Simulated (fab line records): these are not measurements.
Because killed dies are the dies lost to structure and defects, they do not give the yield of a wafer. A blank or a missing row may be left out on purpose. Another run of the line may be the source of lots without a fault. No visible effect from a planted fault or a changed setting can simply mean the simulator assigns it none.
Chamber matching + flow nandHarc + NHARC_P_M1_PRE_CLEAN_32 on pecvd-03: 3 sister chambers
The step time 12 s. 14 wafers are shown with their chamber, then 7 later ones without.

== WAFERS PAIRED WITH THEIR CHAMBERS ==
| wafer  | chamber | heaterPowerW (W) | susceptorTempC (C) |
|--------|---------|------------------|--------------------|
| L202.2 | 1       | 424              | 369.80             |
| L202.4 | 1       | 418              | 369.84             |
| L202.6 | 0       | 683              | 370.17             |
| L203.2 | 0       | 597              | 369.76             |
| L203.3 | 1       | 515              | 370.07             |
| L203.4 | 2       | 603              | 370.22             |
| L205.2 | 1       | 462              | 370.13             |
| L205.3 | 2       | 662              | 370.26             |
| L205.6 | 2       | 649              | 370.23             |
| L207.1 | 1       | 490              | 369.97             |
| L207.4 | 0       | 553              | 369.91             |
| L207.5 | 1       | 481              | 369.98             |
| L208.1 | 0       | 656              | 369.65             |
| L208.5 | 1       | 433              | 370.06             |

SIGNATURES (means of the wafers above)
| reading        | chamber 0 | chamber 1 | chamber 2 | scatter within a chamber |
|----------------|-----------|-----------|-----------|--------------------------|
| heaterPowerW   | 622.25    | 460.43    | 638.00    | 43                       |
| susceptorTempC | 369.8725  | 369.9786  | 370.2367  | 0.148                    |
Rule: for a wafer and a chamber, the distance is found by dividing, reading by reading, the gap between the wafer's reading and the chamber's mean by the reading's scatter, squaring, summing and taking the root. The wafer belongs to the nearest chamber; if the next one is less than 2 further off, it can't be placed. The scatter: the root of (the sum of the squares of (reading less its chamber's mean) over the shown wafers, divided by (wafers less chambers)).

== WAFERS WITH NO CHAMBER GIVEN ==
| wafer  | heaterPowerW (W) | susceptorTempC (C) |
|--------|------------------|--------------------|
| L208.6 | 581              | 369.65             |
| L210.1 | 498              | 370.06             |
| L210.3 | 588              | 370.39             |
| L210.6 | 602              | 370.34             |
| L222.2 | 490              | 369.73             |
| L222.3 | 643              | 370.36             |
| L222.6 | 657              | 369.84             |

== CHAMBER TAKEN BY EACH ==
| wafer  | from the rows above     | in truth                   |
|--------|-------------------------|----------------------------|
| L208.6 | can't be placed: 0 or 1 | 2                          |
| L210.1 | 1                       | 1                          |
| L210.3 | 2                       | 2                          |
| L210.6 | 2                       | 2                          |
| L222.2 | can't be placed: 1 or 0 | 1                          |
| L222.3 | 2                       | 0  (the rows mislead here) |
| L222.6 | can't be placed: 0 or 2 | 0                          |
Correct placement for 3 of the 7. Cannot be placed on the basis of these rows: 3; the candidates contain the true chamber in 2. Number placed wrongly: 1.
